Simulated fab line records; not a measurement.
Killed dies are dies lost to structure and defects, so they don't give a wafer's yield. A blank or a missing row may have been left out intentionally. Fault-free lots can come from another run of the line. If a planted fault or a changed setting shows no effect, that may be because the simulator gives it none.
Which tool was responsible? -- flow n5Finfet -- Sampling: 9 lots, 27 wafers, 8 of 1938 route steps

## WHAT THE GAUGES SHOWED, per wafer
N5_BEOL_M4_RC_MEAS_101.
lot,measured,on,DIBL_N (mV/V),DIBL_P (mV/V),IOFF_N (nA/um),IOFF_P (nA/um),ION_N (uA/um),ION_P (uA/um),SS_N (mV/dec),SS_P (mV/dec),VT_N (mV),VT_P (mV)
L483,day 10 16:19,prober-02,34.8 34.9 33.5,35.5 35.1 34.3,0.14 0.14 0.12,0.20 0.20 0.18,672 666 661,463 462 457,70.9 70.7 70.3,73.6 72.9 72.7,252 251 254,-252 -248 -251
L485,day 10 19:05,prober-01,35.2 32.3 35.6,34.8 32.9 36.0,0.14 0.11 0.14,0.18 0.16 0.19,665 655 667,455 454 461,71.1 70.3 71.0,72.2 71.8 72.8,253 254 251,-255 -252 -254
L486,day 10 19:42,prober-02,34.2 36.7 36.2,33.5 37.9 36.5,0.13 0.18 0.16,0.18 0.24 0.22,675 684 683,465 471 460,70.3 71.8 70.8,72.5 73.6 73.1,252 246 249,-250 -246 -250
L484,day 10 20:53,prober-02,37.0 36.6 34.1,39.5 38.0 35.2,0.18 0.17 0.13,0.26 0.23 0.19,667 674 660,465 460 463,72.0 71.6 71.6,74.1 74.1 72.9,252 248 254,-250 -251 -254
L493,day 13 14:25,prober-02,35.7 36.6 34.8,36.3 37.7 36.3,0.16 0.17 0.15,0.20 0.22 0.20,673 665 669,466 464 458,71.7 72.0 71.0,73.6 73.7 73.3,251 251 250,-253 -252 -253
L497,day 13 16:46,prober-01,40.9 38.3 38.9,41.1 37.2 38.2,0.26 0.18 0.20,0.30 0.23 0.24,700 689 691,476 466 462,72.6 71.8 71.8,75.2 73.6 74.7,243 249 249,-247 -251 -249
L499,day 14 04:13,prober-01,36.3 36.5 39.1,35.8 36.5 39.1,0.16 0.16 0.21,0.18 0.19 0.23,681 684 696,460 460 462,71.5 71.9 71.9,72.7 73.1 73.3,248 253 245,-254 -252 -251
L498,day 14 10:02,prober-02,35.0 33.6 33.6,35.2 33.7 34.3,0.14 0.11 0.12,0.18 0.16 0.16,658 645 649,455 447 451,70.9 70.1 70.0,72.9 71.8 71.6,252 254 255,-250 -254 -253
L502,day 15 05:06,prober-01,36.0 37.5 36.2,35.5 37.4 36.2,0.14 0.18 0.16,0.20 0.24 0.21,676 682 678,466 473 466,70.8 71.7 71.3,73.0 73.2 73.0,251 249 250,-249 -247 -248

N5_BEOL_M5_THK_MEAS_53: measures by xrf.
lot,measured,on,M5_THK (nm)
L483,day 11 05:47,filmMetro-01,63.0 61.8 62.1
L485,day 11 06:36,filmMetro-02,304.8 304.2 303.2
L486,day 11 08:47,filmMetro-02,296.5 298.4 297.8
L484,day 11 10:37,filmMetro-02,298.5 297.3 299.1
L493,day 14 06:05,filmMetro-02,60.1 63.4 62.5
L497,day 14 12:29,filmMetro-02,61.5 64.8 62.5
L499,day 14 16:31,filmMetro-01,61.0 62.3 62.1
L498,day 14 21:15,filmMetro-01,60.6 61.4 62.4
L502,day 15 16:36,filmMetro-01,60.3 58.5 60.0

N5_BEOL_M5_RS_MEAS_57: uses a four-point probe to measure.
lot,measured,on,M5_RS (ohm/sq)
L483,day 11 06:03,filmMetro-02,0.375 0.386 0.380
L485,day 11 06:52,filmMetro-01,0.054 0.054 0.054
L486,day 11 09:03,filmMetro-02,0.054 0.054 0.054
L484,day 11 10:52,filmMetro-01,0.054 0.054 0.054
L493,day 14 06:20,filmMetro-01,0.401 0.376 0.383
L497,day 14 12:45,filmMetro-02,0.392 0.366 0.382
L499,day 14 16:47,filmMetro-02,0.398 0.384 0.387
L498,day 14 21:31,filmMetro-01,0.394 0.385 0.378
L502,day 15 17:04,filmMetro-02,0.395 0.410 0.394

N5_BEOL_M5_INSPECT_58: inspects for defects (darkfield).
lot,measured,on,rawDefectCount
L483,day 11 06:05,defectInspect-02,93 143 119
L485,day 11 06:53,defectInspect-02,1968 2054 2003
L486,day 11 09:04,defectInspect-02,2043 2166 2089
L484,day 11 10:54,defectInspect-01,1961 2020 1977
L493,day 14 06:22,defectInspect-01,40 97 109
L497,day 14 12:46,defectInspect-02,128 120 105
L499,day 14 16:48,defectInspect-01,52 57 57
L498,day 14 21:32,defectInspect-01,35 29 61
L502,day 15 17:06,defectInspect-01,53 80 80

## TOOL THAT RAN EACH LOT (tool first, then ch and the chambers of the sampled wafers, then the start)
lot,N5_BEOL_M5_SPUTTER_81,N5_BEOL_M5_CMP_52,N5_BEOL_M5_PRE_CLEAN_77,N5_BEOL_M5_CO_CAP_78
L483,"pvdSputter-01, day 11 01:44","cmp-04 ch 0,2,3, day 11 05:34","cvdCo-01 ch 0,1,2, day 11 05:50","cvdCo-01 ch 0,1,2, day 11 05:52"
L485,"pvdSputter-03, day 11 02:32","cmp-03 ch 0,2,3, day 11 06:18","cvdCo-02 ch 1,2, day 11 06:38","cvdCo-02 ch 1,2, day 11 06:40"
L486,"pvdSputter-02, day 11 04:42","cmp-01 ch 1,2,3, day 11 08:32","cvdCo-02 ch 1,2, day 11 08:50","cvdCo-02 ch 1,2, day 11 08:52"
L484,"pvdSputter-01, day 11 06:10","cmp-01 ch 0,3, day 11 10:19","cvdCo-01 ch 0,1,2, day 11 10:39","cvdCo-01 ch 0,1,2, day 11 10:41"
L493,"pvdSputter-01, day 14 02:01","cmp-03 ch 0,3, day 14 05:49","cvdCo-02 ch 0,1, day 14 06:07","cvdCo-02 ch 0,1, day 14 06:09"
L497,"pvdSputter-02, day 14 07:44","cmp-03 ch 2,3, day 14 12:11","cvdCo-02 ch 0,1,2, day 14 12:31","cvdCo-02 ch 0,1,2, day 14 12:34"
L499,"pvdSputter-03, day 14 12:16","cmp-03 ch 1,2,3, day 14 16:20","cvdCo-01 ch 0,1,2, day 14 16:33","cvdCo-01 ch 0,1,2, day 14 16:35"
L498,"pvdSputter-02, day 14 16:49","cmp-01 ch 0,1,2, day 14 21:02","cvdCo-01 ch 0,1,2, day 14 21:17","cvdCo-01 ch 0,1,2, day 14 21:19"
L502,"pvdSputter-01, day 15 12:33","cmp-03 ch 1,2,3, day 15 16:19","cvdCo-01 ch 0,2, day 15 16:47","cvdCo-01 ch 0,2, day 15 16:51"
- N5_BEOL_M5_SPUTTER_81: material Cu, target thk 15 nm, time 27.62 s.
- N5_BEOL_M5_CMP_52: polishes, stops on SiCOH lowk, t overpolish 6.9 s, target thk 62 nm.
- N5_BEOL_M5_PRE_CLEAN_77: time 15 s.
- N5_BEOL_M5_CO_CAP_78: material Co, precursor CCTBA/H2, target thk 2 nm, time 102.1 s.

## WHAT THE TOOLS THEMSELVES READ (means of the sampled wafers that have a number; where no wafer has one, the mark that the record gives instead)
N5_BEOL_M5_SPUTTER_81.
lot,tool,throttleValvePct (%)
L483,pvdSputter-01,31.5
L485,pvdSputter-03,29.4
L486,pvdSputter-02,29.5
L484,pvdSputter-01,30.8
L493,pvdSputter-01,31.1
L497,pvdSputter-02,30.1
L499,pvdSputter-03,29.9
L498,pvdSputter-02,28.3
L502,pvdSputter-01,31.3

N5_BEOL_M5_CMP_52.
lot,tool,barrierFieldEndpointS (s),clearingPlatenDownForcePsi (psi),motorCurrentA (A),overpolishRunS (s),timeToEndpointS (s)
L483,cmp-04,24.4,1.5004,6.6,6.898,61
L485,cmp-03,-,-,-,-,-
L486,cmp-01,-,-,-,-,-
L484,cmp-01,-,-,-,-,-
L493,cmp-03,24.5,1.4956,5.8,6.901,62
L497,cmp-03,25.2,1.5020,5.4,6.903,68
L499,cmp-03,24.7,1.5014,5.6,6.898,63
L498,cmp-01,24.9,1.4999,5.5,6.902,58
L502,cmp-03,24.3,1.4963,5.4,6.897,61

N5_BEOL_M5_PRE_CLEAN_77.
lot,tool,heaterPowerW (W)
L483,cvdCo-01,106
L485,cvdCo-02,78
L486,cvdCo-02,78
L484,cvdCo-01,103
L493,cvdCo-02,84
L497,cvdCo-02,86
L499,cvdCo-01,105
L498,cvdCo-01,107
L502,cvdCo-01,90

N5_BEOL_M5_CO_CAP_78.
lot,tool,heaterPowerW (W)
L483,cvdCo-01,260
L485,cvdCo-02,229
L486,cvdCo-02,229
L484,cvdCo-01,264
L493,cvdCo-02,236
L497,cvdCo-02,235
L499,cvdCo-01,264
L498,cvdCo-01,262
L502,cvdCo-01,241

## THE ANSWER, worked out from the rows above alone
Rule: the lots themselves supply what counts as usual. The widest of any qualifying gaps counts: lots, ordered by their means at a reading, are off when they make up no more than a third of the lots, leave a main group of 4 or more, and stand apart from it by 3 or more times the standard deviation of that group's means. If all means in a main group match to the digits the tables above print for the reading, that group is not used. A lot without any number at a reading at which 4 lots or more have one is off too. Any other lot the step has rows for is counted as sound. Order of review: gauges by route order, followed by the tools' own readings, for which a lot's mean as printed above is used. The first step at which some lot is off is used, and at that step the reading that is off furthest; a lot without a number counts as furthest.
Off: L485, L486, L484, at N5_BEOL_M5_THK_MEAS_53 (M5_THK). Mean 61.7 nm and standard deviation 1 in the main group.
If a tool, at a process step before that reading, ran all the lots that are off and no sound lot after the first of them, it fits. Not tried: the gauges at N5_BEOL_M5_THK_MEAS_53; whatever is off there is also off at N5_BEOL_M5_INSPECT_58, on other tools, and gauge error can't account for it. None of those tried fits.

## WHAT WAS PUT IN BY THE SIMULATOR
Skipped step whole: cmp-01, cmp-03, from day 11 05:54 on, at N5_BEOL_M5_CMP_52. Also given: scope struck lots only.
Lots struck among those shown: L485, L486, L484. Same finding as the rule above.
